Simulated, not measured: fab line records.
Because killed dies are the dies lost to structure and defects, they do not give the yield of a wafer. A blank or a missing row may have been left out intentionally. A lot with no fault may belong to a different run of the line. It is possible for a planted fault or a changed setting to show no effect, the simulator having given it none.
Split-lot study :: flow n5_finfet :: 21 wafers read across 7 lots, on a route 1938 steps long

## ON THE SPLIT
At N5_BEOL_M5_ETCH_41 (etches SiCN in CH3F/O2, target depth 31.5 nm, time 56.7 s), the setting source_w was moved away from the recipe's 395 W on 8 of the 21 wafers read, by -15.9% to +11.8%. All remaining wafers had this setting at the recipe value.

The reading is taken at the split's own step.

## THE READING
rf_vpp_V, in V, at N5_BEOL_M5_ETCH_41 (etches SiCN in CH3F/O2, target depth 31.5 nm, time 56.7 s). On this fab line, fault-free wafers typically give 297.4 V with a standard deviation of 1.7 V.

wafer: L076.1
tool, chamber at the split: rie_diel-06, 0
source_w as run, W: 334.8
against the recipe: -15.2%
rf_vpp_V, V: 312.9
against lot-mates on the recipe: +13.6

wafer: L076.4
tool, chamber at the split: rie_diel-06, 3
source_w as run, W: 395
against the recipe: recipe
rf_vpp_V, V: 298.9
against lot-mates on the recipe: -

wafer: L076.5
tool, chamber at the split: rie_diel-06, 1
source_w as run, W: 395
against the recipe: recipe
rf_vpp_V, V: 299.6
against lot-mates on the recipe: -

wafer: L078.2
tool, chamber at the split: rie_diel-05, 2
source_w as run, W: 395
against the recipe: recipe
rf_vpp_V, V: 297.8
against lot-mates on the recipe: -

wafer: L078.5
tool, chamber at the split: rie_diel-05, 2
source_w as run, W: 395
against the recipe: recipe
rf_vpp_V, V: 297.3
against lot-mates on the recipe: -

wafer: L078.6
tool, chamber at the split: rie_diel-05, 1
source_w as run, W: 414.6
against the recipe: +5.0%
rf_vpp_V, V: 293.1
against lot-mates on the recipe: -4.4

wafer: L079.2
tool, chamber at the split: rie_diel-05, 2
source_w as run, W: 441.7
against the recipe: +11.8%
rf_vpp_V, V: 286.6
against lot-mates on the recipe: no lot-mate on the recipe

wafer: L079.3
tool, chamber at the split: rie_diel-05, 1
source_w as run, W: 441.7
against the recipe: +11.8%
rf_vpp_V, V: 286.5
against lot-mates on the recipe: no lot-mate on the recipe

wafer: L079.5
tool, chamber at the split: rie_diel-05, 0
source_w as run, W: 441.7
against the recipe: +11.8%
rf_vpp_V, V: 284.3
against lot-mates on the recipe: no lot-mate on the recipe

wafer: L082.2
tool, chamber at the split: rie_diel-05, 0
source_w as run, W: 332.1
against the recipe: -15.9%
rf_vpp_V, V: 314.3
against lot-mates on the recipe: +13.4

wafer: L082.4
tool, chamber at the split: rie_diel-05, 0
source_w as run, W: 332.1
against the recipe: -15.9%
rf_vpp_V, V: 313.0
against lot-mates on the recipe: +12.1

wafer: L082.6
tool, chamber at the split: rie_diel-05, 3
source_w as run, W: 395
against the recipe: recipe
rf_vpp_V, V: 300.9
against lot-mates on the recipe: -

wafer: L086.1
tool, chamber at the split: rie_diel-05, 1
source_w as run, W: 374.4
against the recipe: -5.2%
rf_vpp_V, V: 302.3
against lot-mates on the recipe: +3.9

wafer: L086.5
tool, chamber at the split: rie_diel-05, 3
source_w as run, W: 395
against the recipe: recipe
rf_vpp_V, V: 300.2
against lot-mates on the recipe: -

wafer: L086.6
tool, chamber at the split: rie_diel-05, 0
source_w as run, W: 395
against the recipe: recipe
rf_vpp_V, V: 296.5
against lot-mates on the recipe: -

wafer: L089.4
tool, chamber at the split: rie_diel-05, 0
source_w as run, W: 395
against the recipe: recipe
rf_vpp_V, V: 295.5
against lot-mates on the recipe: -

wafer: L089.5
tool, chamber at the split: rie_diel-05, 2
source_w as run, W: 395
against the recipe: recipe
rf_vpp_V, V: 299.0
against lot-mates on the recipe: -

wafer: L089.6
tool, chamber at the split: rie_diel-05, 3
source_w as run, W: 395
against the recipe: recipe
rf_vpp_V, V: 299.6
against lot-mates on the recipe: -

wafer: L094.2
tool, chamber at the split: rie_diel-06, 0
source_w as run, W: 395
against the recipe: recipe
rf_vpp_V, V: 296.9
against lot-mates on the recipe: -

wafer: L094.3
tool, chamber at the split: rie_diel-06, 1
source_w as run, W: 395
against the recipe: recipe
rf_vpp_V, V: 300.1
against lot-mates on the recipe: -

wafer: L094.4
tool, chamber at the split: rie_diel-06, 3
source_w as run, W: 395
against the recipe: recipe
rf_vpp_V, V: 298.0
against lot-mates on the recipe: -

FIT RESULTS
A straight line over all 21 wafers: rf_vpp_V changes by -0.994 V for each +1% of source_w; r = -0.98; the points scatter about the line by 1.5 V.
The same after taking each lot's own level away (the mean of its wafers on the recipe; 18 wafers): -0.833 V for each +1%; r = -0.97; scatter 1.2 V.
That fit puts the effect of the largest move of source_w on the reading at 13 V.
The lots' own levels span 297.55 to 300.90 V, that is 2.0 times the standard deviation above.
So the slope is not independent of the lot-to-lot level: the two fits are not the same.
Check: with one of the wafers moved furthest among these (-15.9%) left out of the fit, the line predicts +13.1 V for it against its lot-mates. It came out at +13.4 V against them.
Tool readings at the split's step, against how far the setting was moved: rf_vpp_V r = -0.98.

## THESE WAFERS: OTHER SPLITS
These wafers also went through other splits before the reading. Each is held against what the fit with the lots' levels taken away leaves over:
other split on the same wafers: N5_BEOL_M5_TRENCH_ETCH_37 time_s
wafers away from the commonest value: 6
r with rf_vpp_V (lot level and that fit taken away): +0.39

## FILE'S OWN FIT
rf_vpp_V changes by -0.843 V for each +1% of source_w, r = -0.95.
